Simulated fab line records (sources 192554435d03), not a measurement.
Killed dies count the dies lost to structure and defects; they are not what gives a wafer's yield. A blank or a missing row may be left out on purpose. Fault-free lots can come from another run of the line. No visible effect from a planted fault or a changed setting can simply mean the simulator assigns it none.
The tool behind it: which one? / flow n5 finfet / Sampling: 8 lots, 24 wafers, 7 of 1938 route steps

## WHAT EACH GAUGE READ, for each wafer
N5_GATE_CUT_CD_MEAS_13: the cd target is 20 nm. Usual: cd nm at 19.99 nm, with a standard deviation of 0.26.
lot=L976; measured=day 7 16:16; on=cd sem-03; cd nm (nm)=20.00 19.81 20.07; flag=
lot=L977; measured=day 7 21:28; on=cd sem-03; cd nm (nm)=20.00 20.52 19.67; flag=
lot=L978; measured=day 8 01:48; on=cd sem-01; cd nm (nm)=20.00 20.47 19.85; flag=
lot=L979; measured=day 8 06:29; on=cd sem-02; cd nm (nm)=20.24 19.59 20.24; flag=
lot=L983; measured=day 9 12:46; on=cd sem-01; cd nm (nm)=19.96 19.97 20.13; flag=
lot=L984; measured=day 9 14:16; on=cd sem-03; cd nm (nm)=20.61 20.23 20.11; flag=
lot=L986; measured=day 10 02:11; on=cd sem-03; cd nm (nm)=20.28 19.98 20.27; flag=
lot=L987; measured=day 10 08:46; on=cd sem-03; cd nm (nm)=20.18 20.11 19.51; flag=

N5_BEOL_M4_RC_MEAS_101. Usual: DIBL_N 36.3 mV/V, standard deviation 2.2; DIBL_P 36.0 mV/V, standard deviation 2.4; IOFF_N 0.16 nA/um, standard deviation 0.042; IOFF_P 0.22 nA/um, standard deviation 0.041; ION_N 672 uA/um, standard deviation 14; ION_P 462 uA/um, standard deviation 7.9; SS_N 71.7 mV/dec, standard deviation 0.76; SS_P 73.3 mV/dec, standard deviation 0.72; VT_N 250 mV, standard deviation 3.6; VT_P -249 mV, standard deviation 3.
lot=L979; measured=day 11 09:41; on=prober-02; DIBL_N (mV/V)=34.4 34.4 33.5; DIBL_P (mV/V)=35.2 34.6 34.2; IOFF_N (nA/um)=0.16 0.16 0.14; IOFF_P (nA/um)=0.24 0.23 0.22; ION_N (uA/um)=671 689 668; ION_P (uA/um)=466 475 464; SS_N (mV/dec)=72.1 71.0 70.8; SS_P (mV/dec)=73.3 73.2 72.4; VT_N (mV)=250 247 252; VT_P (mV)=-245 -244 -246; flag=
lot=L983; measured=day 14 01:11; on=prober-01; DIBL_N (mV/V)=37.3 38.0 33.8; DIBL_P (mV/V)=39.3 39.8 34.4; IOFF_N (nA/um)=0.20 0.21 0.12; IOFF_P (nA/um)=0.30 0.31 0.19; ION_N (uA/um)=689 692 661; ION_P (uA/um)=482 476 460; SS_N (mV/dec)=70.9 72.5 70.5; SS_P (mV/dec)=74.7 74.0 72.2; VT_N (mV)=244 245 252; VT_P (mV)=-241 -244 -249; flag=
lot=L984; measured=day 14 04:23; on=prober-02; DIBL_N (mV/V)=36.8 36.5 36.3; DIBL_P (mV/V)=37.1 38.0 37.4; IOFF_N (nA/um)=0.18 0.20 0.18; IOFF_P (nA/um)=0.24 0.26 0.23; ION_N (uA/um)=679 706 692; ION_P (uA/um)=464 483 467; SS_N (mV/dec)=72.0 71.7 71.8; SS_P (mV/dec)=73.5 73.3 73.1; VT_N (mV)=247 243 248; VT_P (mV)=-248 -245 -246; flag=
lot=L986; measured=day 14 04:40; on=prober-01; DIBL_N (mV/V)=39.2 38.6 38.5; DIBL_P (mV/V)=37.0 38.2 37.3; IOFF_N (nA/um)=0.23 0.20 0.20; IOFF_P (nA/um)=0.21 0.22 0.21; ION_N (uA/um)=668 685 688; ION_P (uA/um)=447 460 454; SS_N (mV/dec)=74.3 72.2 72.5; SS_P (mV/dec)=73.7 73.6 73.6; VT_N (mV)=251 249 250; VT_P (mV)=-253 -251 -250; flag=
lot=L987; measured=day 14 21:55; on=prober-02; DIBL_N (mV/V)=36.6 34.5 33.8; DIBL_P (mV/V)=36.4 35.3 34.7; IOFF_N (nA/um)=0.15 0.13 0.11; IOFF_P (nA/um)=0.18 0.18 0.16; ION_N (uA/um)=655 664 657; ION_P (uA/um)=445 459 453; SS_N (mV/dec)=72.2 70.8 70.8; SS_P (mV/dec)=73.0 72.3 72.7; VT_N (mV)=253 251 255; VT_P (mV)=-253 -255 -252; flag=

## EACH LOT AND THE TOOL THAT RAN IT (in order: tool; ch and the chambers of the sampled wafers; start)
lot=L976; N5_GATE_CUT_VAPOR_ETCH_60=rie metal-03 ch 0,1, day 7 12:52; N5_GATE_CUT_CMP_02=cmp-01 ch 0,1,2, day 7 15:35; N5_GATE_CUT_ETCH_36=rie diel-04 ch 1,2, day 7 16:26; N5_GATE_CUT_ETCH_37=rie diel-04 ch 1,2, day 7 16:28; N5_GATE_CUT_HM_OPEN_40=rie diel-04 ch 1,2, day 7 16:33
lot=L977; N5_GATE_CUT_VAPOR_ETCH_60=rie metal-02 ch 0,1, day 7 18:02; N5_GATE_CUT_CMP_02=cmp-04 ch 0,1,3, day 7 20:45; N5_GATE_CUT_ETCH_36=rie diel-02 ch 0,1, day 7 21:49; N5_GATE_CUT_ETCH_37=rie diel-02 ch 0,1, day 7 21:51; N5_GATE_CUT_HM_OPEN_40=rie diel-02 ch 0,1, day 7 21:56
lot=L978; N5_GATE_CUT_VAPOR_ETCH_60=rie metal-03 ch 0, day 7 22:22; N5_GATE_CUT_CMP_02=cmp-02 ch 0,1,2, day 8 01:10; N5_GATE_CUT_ETCH_36=rie diel-02 ch 0,2,3, day 8 01:59; N5_GATE_CUT_ETCH_37=rie diel-02 ch 0,2,3, day 8 02:01; N5_GATE_CUT_HM_OPEN_40=rie diel-02 ch 0,2,3, day 8 02:05
lot=L979; N5_GATE_CUT_VAPOR_ETCH_60=rie metal-03 ch 0, day 8 03:01; N5_GATE_CUT_CMP_02=cmp-02 ch 0,1, day 8 05:42; N5_GATE_CUT_ETCH_36=rie diel-04 ch 0,1, day 8 06:40; N5_GATE_CUT_ETCH_37=rie diel-04 ch 0,1, day 8 06:42; N5_GATE_CUT_HM_OPEN_40=rie diel-04 ch 0,1, day 8 06:47
lot=L983; N5_GATE_CUT_VAPOR_ETCH_60=rie metal-01 ch 0,1, day 9 09:21; N5_GATE_CUT_CMP_02=cmp-02 ch 2,3, day 9 11:59; N5_GATE_CUT_ETCH_36=rie diel-04 ch 0,1,3, day 9 12:56; N5_GATE_CUT_ETCH_37=rie diel-04 ch 0,1,3, day 9 12:58; N5_GATE_CUT_HM_OPEN_40=rie diel-04 ch 0,1,3, day 9 13:03
lot=L984; N5_GATE_CUT_VAPOR_ETCH_60=rie metal-01 ch 0,1, day 9 10:15; N5_GATE_CUT_CMP_02=cmp-04 ch 0,1,2, day 9 13:33; N5_GATE_CUT_ETCH_36=rie diel-04 ch 0,1,3, day 9 14:27; N5_GATE_CUT_ETCH_37=rie diel-04 ch 0,1,3, day 9 14:28; N5_GATE_CUT_HM_OPEN_40=rie diel-04 ch 0,1,3, day 9 14:34
lot=L986; N5_GATE_CUT_VAPOR_ETCH_60=rie metal-03 ch 0,1, day 9 22:40; N5_GATE_CUT_CMP_02=cmp-04 ch 2,3, day 10 01:25; N5_GATE_CUT_ETCH_36=rie diel-04 ch 0,2,3, day 10 02:22; N5_GATE_CUT_ETCH_37=rie diel-04 ch 0,2,3, day 10 02:23; N5_GATE_CUT_HM_OPEN_40=rie diel-04 ch 0,2,3, day 10 02:28
lot=L987; N5_GATE_CUT_VAPOR_ETCH_60=rie metal-02 ch 0, day 10 05:27; N5_GATE_CUT_CMP_02=cmp-04 ch 0,1,3, day 10 08:10; N5_GATE_CUT_ETCH_36=rie diel-04 ch 0,1,3, day 10 08:56; N5_GATE_CUT_ETCH_37=rie diel-04 ch 0,1,3, day 10 08:58; N5_GATE_CUT_HM_OPEN_40=rie diel-04 ch 0,1,3, day 10 09:03
- N5_GATE_CUT_VAPOR_ETCH_60: etches HfO2 in BCl3/Cl2.
- N5_GATE_CUT_CMP_02: polishes, stops on SiO2, t overpolish 12.7 s, target thk 0 nm.
- N5_GATE_CUT_ETCH_36: etches SiARC in CF4, target depth 13 nm, time 21.7 s.
- N5_GATE_CUT_ETCH_37: etches SOC in N2/H2, target depth 60 nm, overetch 12 nm, time 90 s.
- N5_GATE_CUT_HM_OPEN_40: chemistry C4F6/O2, target SiO2, target depth 139 nm, time 85.1 s.

## AS READ BY THE TOOLS THEMSELVES (means over the sampled wafers that have a number; for cases with no such wafer, the mark the record gives instead)
N5_GATE_CUT_VAPOR_ETCH_60. Usual: drypump motor current A 6.00 A, standard deviation 0.25; he backside leak sccm 3.4 sccm, standard deviation 0.32; oes product au 0.78 a.u., standard deviation 0.13.
lot=L976; tool=rie metal-03; drypump motor current A (A)=5.87; he backside leak sccm (sccm)=3.3; oes product au (a.u.)=0.76; flag=
lot=L977; tool=rie metal-02; drypump motor current A (A)=5.85; he backside leak sccm (sccm)=3.2; oes product au (a.u.)=0.85; flag=
lot=L978; tool=rie metal-03; drypump motor current A (A)=5.85; he backside leak sccm (sccm)=3.3; oes product au (a.u.)=0.84; flag=
lot=L979; tool=rie metal-03; drypump motor current A (A)=5.82; he backside leak sccm (sccm)=3.3; oes product au (a.u.)=0.84; flag=
lot=L983; tool=rie metal-01; drypump motor current A (A)=6.09; he backside leak sccm (sccm)=3.5; oes product au (a.u.)=0.90; flag=
lot=L984; tool=rie metal-01; drypump motor current A (A)=6.26; he backside leak sccm (sccm)=3.5; oes product au (a.u.)=0.80; flag=
lot=L986; tool=rie metal-03; drypump motor current A (A)=5.90; he backside leak sccm (sccm)=3.2; oes product au (a.u.)=0.85; flag=
lot=L987; tool=rie metal-02; drypump motor current A (A)=5.65; he backside leak sccm (sccm)=3.3; oes product au (a.u.)=0.89; flag=

N5_GATE_CUT_CMP_02. Usual: motor current A 9.0 A, standard deviation 1; overpolish run s 12.699 s, standard deviation 0.0093; pad life wafers 912, standard deviation 680; time to endpoint s 25.5 s, standard deviation 2.7.
lot=L976; tool=cmp-01; motor current A (A)=9.6; overpolish run s (s)=12.698; pad life wafers=1009; time to endpoint s (s)=25.4; flag=
lot=L977; tool=cmp-04; motor current A (A)=8.0; overpolish run s (s)=12.698; pad life wafers=2066; time to endpoint s (s)=26.6; flag=
lot=L978; tool=cmp-02; motor current A (A)=9.5; overpolish run s (s)=12.703; pad life wafers=14; time to endpoint s (s)=29.4; flag=
lot=L979; tool=cmp-02; motor current A (A)=9.4; overpolish run s (s)=12.700; pad life wafers=48; time to endpoint s (s)=29.8; flag=
lot=L983; tool=cmp-02; motor current A (A)=9.4; overpolish run s (s)=12.710; pad life wafers=288; time to endpoint s (s)=24.5; flag=
lot=L984; tool=cmp-04; motor current A (A)=8.6; overpolish run s (s)=12.708; pad life wafers=212; time to endpoint s (s)=25.3; flag=
lot=L986; tool=cmp-04; motor current A (A)=7.8; overpolish run s (s)=12.699; pad life wafers=319; time to endpoint s (s)=25.4; flag=
lot=L987; tool=cmp-04; motor current A (A)=7.9; overpolish run s (s)=12.698; pad life wafers=374; time to endpoint s (s)=24.7; flag=

N5_GATE_CUT_ETCH_36. Usual: bias w 36.00 W, standard deviation 0.11; cf4 flow sccm 100.0 sccm, standard deviation 0.31; drypump motor current A 5.5 A, standard deviation 0.48; etch rf on time s 21.7 s, standard deviation 0.46; oes product au 0.67 a.u., standard deviation 0.054; rf vpp V 184.4 V, standard deviation 1; showerhead plenum p Torr 2.16 Torr, standard deviation 0.047; throttle valve pct 15.61 %, standard deviation 0.15.
lot=L976; tool=rie diel-04; bias w (W)=-; cf4 flow sccm (sccm)=-; drypump motor current A (A)=-; etch rf on time s (s)=-; oes product au (a.u.)=-; rf vpp V (V)=-; showerhead plenum p Torr (Torr)=-; throttle valve pct (%)=-; flag=OFF
lot=L977; tool=rie diel-02; bias w (W)=-; cf4 flow sccm (sccm)=-; drypump motor current A (A)=-; etch rf on time s (s)=-; oes product au (a.u.)=-; rf vpp V (V)=-; showerhead plenum p Torr (Torr)=-; throttle valve pct (%)=-; flag=OFF
lot=L978; tool=rie diel-02; bias w (W)=-; cf4 flow sccm (sccm)=-; drypump motor current A (A)=-; etch rf on time s (s)=-; oes product au (a.u.)=-; rf vpp V (V)=-; showerhead plenum p Torr (Torr)=-; throttle valve pct (%)=-; flag=OFF
lot=L979; tool=rie diel-04; bias w (W)=35.90; cf4 flow sccm (sccm)=100.0; drypump motor current A (A)=5.4; etch rf on time s (s)=21.3; oes product au (a.u.)=0.67; rf vpp V (V)=184.6; showerhead plenum p Torr (Torr)=2.18; throttle valve pct (%)=15.57; flag=
lot=L983; tool=rie diel-04; bias w (W)=36.00; cf4 flow sccm (sccm)=99.9; drypump motor current A (A)=5.5; etch rf on time s (s)=21.5; oes product au (a.u.)=0.68; rf vpp V (V)=185.0; showerhead plenum p Torr (Torr)=2.18; throttle valve pct (%)=15.55; flag=
lot=L984; tool=rie diel-04; bias w (W)=36.03; cf4 flow sccm (sccm)=99.8; drypump motor current A (A)=5.5; etch rf on time s (s)=21.4; oes product au (a.u.)=0.67; rf vpp V (V)=184.0; showerhead plenum p Torr (Torr)=2.19; throttle valve pct (%)=15.55; flag=
lot=L986; tool=rie diel-04; bias w (W)=35.96; cf4 flow sccm (sccm)=100.1; drypump motor current A (A)=5.1; etch rf on time s (s)=21.4; oes product au (a.u.)=0.70; rf vpp V (V)=183.7; showerhead plenum p Torr (Torr)=2.14; throttle valve pct (%)=15.61; flag=
lot=L987; tool=rie diel-04; bias w (W)=36.05; cf4 flow sccm (sccm)=100.2; drypump motor current A (A)=5.5; etch rf on time s (s)=21.5; oes product au (a.u.)=0.67; rf vpp V (V)=184.6; showerhead plenum p Torr (Torr)=2.18; throttle valve pct (%)=15.56; flag=

N5_GATE_CUT_ETCH_37. Usual: bias w 150.0 W, standard deviation 0.42; chamber pressure mTorr 30.001 mTorr, standard deviation 0.024; drypump motor current A 5.5 A, standard deviation 0.48; n2 flow sccm 200.1 sccm, standard deviation 0.59; oes product au 0.71 a.u., standard deviation 0.052; rf vpp V 524.5 V, standard deviation 1.8; showerhead plenum p Torr 2.57 Torr, standard deviation 0.063; throttle valve pct 17.86 %, standard deviation 0.17.
lot=L976; tool=rie diel-04; bias w (W)=149.9; chamber pressure mTorr (mTorr)=30.016; drypump motor current A (A)=5.8; n2 flow sccm (sccm)=199.7; oes product au (a.u.)=0.30; rf vpp V (V)=524.8; showerhead plenum p Torr (Torr)=2.59; throttle valve pct (%)=17.79; flag=OFF
lot=L977; tool=rie diel-02; bias w (W)=149.7; chamber pressure mTorr (mTorr)=29.982; drypump motor current A (A)=5.6; n2 flow sccm (sccm)=200.4; oes product au (a.u.)=0.29; rf vpp V (V)=523.0; showerhead plenum p Torr (Torr)=2.55; throttle valve pct (%)=17.93; flag=OFF
lot=L978; tool=rie diel-02; bias w (W)=150.2; chamber pressure mTorr (mTorr)=29.991; drypump motor current A (A)=5.6; n2 flow sccm (sccm)=200.2; oes product au (a.u.)=0.30; rf vpp V (V)=525.0; showerhead plenum p Torr (Torr)=2.60; throttle valve pct (%)=17.84; flag=OFF
lot=L979; tool=rie diel-04; bias w (W)=150.0; chamber pressure mTorr (mTorr)=30.000; drypump motor current A (A)=5.5; n2 flow sccm (sccm)=200.4; oes product au (a.u.)=0.70; rf vpp V (V)=525.9; showerhead plenum p Torr (Torr)=2.59; throttle valve pct (%)=17.74; flag=
lot=L983; tool=rie diel-04; bias w (W)=149.9; chamber pressure mTorr (mTorr)=30.016; drypump motor current A (A)=5.5; n2 flow sccm (sccm)=200.3; oes product au (a.u.)=0.70; rf vpp V (V)=525.3; showerhead plenum p Torr (Torr)=2.59; throttle valve pct (%)=17.76; flag=
lot=L984; tool=rie diel-04; bias w (W)=149.9; chamber pressure mTorr (mTorr)=29.986; drypump motor current A (A)=5.5; n2 flow sccm (sccm)=200.1; oes product au (a.u.)=0.70; rf vpp V (V)=525.4; showerhead plenum p Torr (Torr)=2.59; throttle valve pct (%)=17.75; flag=
lot=L986; tool=rie diel-04; bias w (W)=150.3; chamber pressure mTorr (mTorr)=29.996; drypump motor current A (A)=5.1; n2 flow sccm (sccm)=200.2; oes product au (a.u.)=0.73; rf vpp V (V)=523.1; showerhead plenum p Torr (Torr)=2.53; throttle valve pct (%)=17.79; flag=
lot=L987; tool=rie diel-04; bias w (W)=149.8; chamber pressure mTorr (mTorr)=30.003; drypump motor current A (A)=5.5; n2 flow sccm (sccm)=200.3; oes product au (a.u.)=0.70; rf vpp V (V)=525.1; showerhead plenum p Torr (Torr)=2.59; throttle valve pct (%)=17.77; flag=

N5_GATE_CUT_HM_OPEN_40. Usual: for drypump motor current A, 5.5 A with a standard deviation of 0.48; for etch rf on time s, 93.9 s with a standard deviation of 2.1; for oes_ar_750_au, 0.79 a.u. with a standard deviation of 0.058; for oes product au, 0.71 a.u. with a standard deviation of 0.057; for rf vpp V, 666 V with a standard deviation of 12; for showerhead plenum p Torr, 2.88 Torr with a standard deviation of 0.068; for throttle valve pct, 20.95 % with a standard deviation of 0.13.
lot=L976; tool=rie diel-04; drypump motor current A (A)=5.7; etch rf on time s (s)=212.8; oes_ar_750_au (a.u.)=0.80; oes product au (a.u.)=0.30; rf vpp V (V)=676; showerhead plenum p Torr (Torr)=2.90; throttle valve pct (%)=20.75; flag=OFF
lot=L977; tool=rie diel-02; drypump motor current A (A)=5.6; etch rf on time s (s)=212.8; oes_ar_750_au (a.u.)=0.75; oes product au (a.u.)=0.28; rf vpp V (V)=660; showerhead plenum p Torr (Torr)=2.82; throttle valve pct (%)=20.67; flag=OFF
lot=L978; tool=rie diel-02; drypump motor current A (A)=5.6; etch rf on time s (s)=212.7; oes_ar_750_au (a.u.)=0.81; oes product au (a.u.)=0.30; rf vpp V (V)=668; showerhead plenum p Torr (Torr)=2.91; throttle valve pct (%)=20.77; flag=OFF
lot=L979; tool=rie diel-04; drypump motor current A (A)=5.5; etch rf on time s (s)=93.0; oes_ar_750_au (a.u.)=0.79; oes product au (a.u.)=0.71; rf vpp V (V)=661; showerhead plenum p Torr (Torr)=2.90; throttle valve pct (%)=20.91; flag=
lot=L983; tool=rie diel-04; drypump motor current A (A)=5.5; etch rf on time s (s)=92.5; oes_ar_750_au (a.u.)=0.79; oes product au (a.u.)=0.71; rf vpp V (V)=658; showerhead plenum p Torr (Torr)=2.91; throttle valve pct (%)=20.92; flag=
lot=L984; tool=rie diel-04; drypump motor current A (A)=5.5; etch rf on time s (s)=92.8; oes_ar_750_au (a.u.)=0.79; oes product au (a.u.)=0.71; rf vpp V (V)=659; showerhead plenum p Torr (Torr)=2.91; throttle valve pct (%)=20.92; flag=
lot=L986; tool=rie diel-04; drypump motor current A (A)=5.1; etch rf on time s (s)=92.1; oes_ar_750_au (a.u.)=0.81; oes product au (a.u.)=0.74; rf vpp V (V)=667; showerhead plenum p Torr (Torr)=2.85; throttle valve pct (%)=21.01; flag=
lot=L987; tool=rie diel-04; drypump motor current A (A)=5.5; etch rf on time s (s)=92.4; oes_ar_750_au (a.u.)=0.78; oes product au (a.u.)=0.71; rf vpp V (V)=658; showerhead plenum p Torr (Torr)=2.90; throttle valve pct (%)=20.94; flag=

## THE ANSWER, worked out from the rows above alone
Rule: a lot counts as off when the mean over its wafers that have a number is more than 3 standard deviations away from the usual mean. Also off: a lot with no number at a reading for which 4 or more lots have one. Where the step has rows for the other lots, those lots are counted as sound. The gauges are gone through in route order, then the tools' own readings, and for those a lot's mean is taken as printed above. The first step at which some lot is off is used, and at that step the reading that is off furthest; a lot without a number counts as furthest.
Off: L976, L977, L978, at N5_GATE_CUT_ETCH_36 (bias w). Without a number there: L976, L977, L978.
If a tool, at that step or one of the process steps before it, ran each lot that is off and ran no sound lot following the first of them, it fits. Not one of the candidates tried fits.

## WHAT THE SIMULATOR PUT IN
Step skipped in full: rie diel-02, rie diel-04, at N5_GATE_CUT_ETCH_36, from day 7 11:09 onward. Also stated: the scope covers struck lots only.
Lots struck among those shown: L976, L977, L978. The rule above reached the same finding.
